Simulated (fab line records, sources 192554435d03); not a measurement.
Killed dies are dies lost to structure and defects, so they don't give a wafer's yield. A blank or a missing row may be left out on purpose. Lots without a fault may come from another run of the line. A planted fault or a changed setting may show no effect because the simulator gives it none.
Chamber matching | flow n5_finfet | N5_BEOL_M3_ALD_84 on ald_metal-04: 4 sister chambers
The step deposits TaN, pulse time 2 s, purge time 3 s, co reactant purge time 2 s. 18 wafers are shown with their chamber, then 9 later ones without.

WAFERS WITH THEIR CHAMBER
wafer  | chamber | heater_power_w (W)
L074.1 | 2       | 476
L074.3 | 1       | 435
L074.6 | 2       | 486
L077.2 | 2       | 500
L077.3 | 3       | 370
L077.6 | 0       | 416
L085.1 | 2       | 485
L085.4 | 0       | 432
L085.5 | 0       | 433
L086.2 | 2       | 488
L086.3 | 0       | 422
L086.6 | 2       | 489
L089.1 | 0       | 418
L089.3 | 2       | 489
L089.5 | 2       | 468
L091.2 | 1       | 448
L091.4 | 0       | 419
L091.6 | 1       | 446

SIGNATURES (means of the wafers above)
reading        | chamber 0 | chamber 1 | chamber 2 | chamber 3 | scatter within a chamber
heater_power_w | 423.33    | 443.00    | 485.12    | 370.00    | 8.48
Rule: a wafer's distance from a chamber is the root of the sum, over the readings, of the square of ((its reading less the chamber's mean) divided by the reading's scatter). The wafer belongs to the nearest chamber; if the next one is less than 2 further off, it can't be placed. The scatter: the root of (the sum of the squares of (reading less its chamber's mean) over the shown wafers, divided by (wafers less chambers)).

WAFERS WITHOUT THEIR CHAMBER
wafer  | heater_power_w (W)
L092.1 | 430
L092.2 | 483
L092.3 | 420
L094.1 | 424
L094.4 | 485
L094.5 | 438
L097.3 | 374
L097.4 | 415
L097.5 | 440

WHICH CHAMBER EACH WENT THROUGH
wafer  | from the rows above     | in truth
L092.1 | can't be placed: 0 or 1 | 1
L092.2 | 2                       | 2
L092.3 | 0                       | 0
L094.1 | 0                       | 0
L094.4 | 2                       | 2
L094.5 | can't be placed: 1 or 0 | 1
L097.3 | 3                       | 3
L097.4 | 0                       | 0
L097.5 | can't be placed: 1 or 0 | 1
Placed correctly: 6 of 9. Can't be placed from these rows: 3 (the true chamber is among the candidates in 3). Placed wrongly: 0.
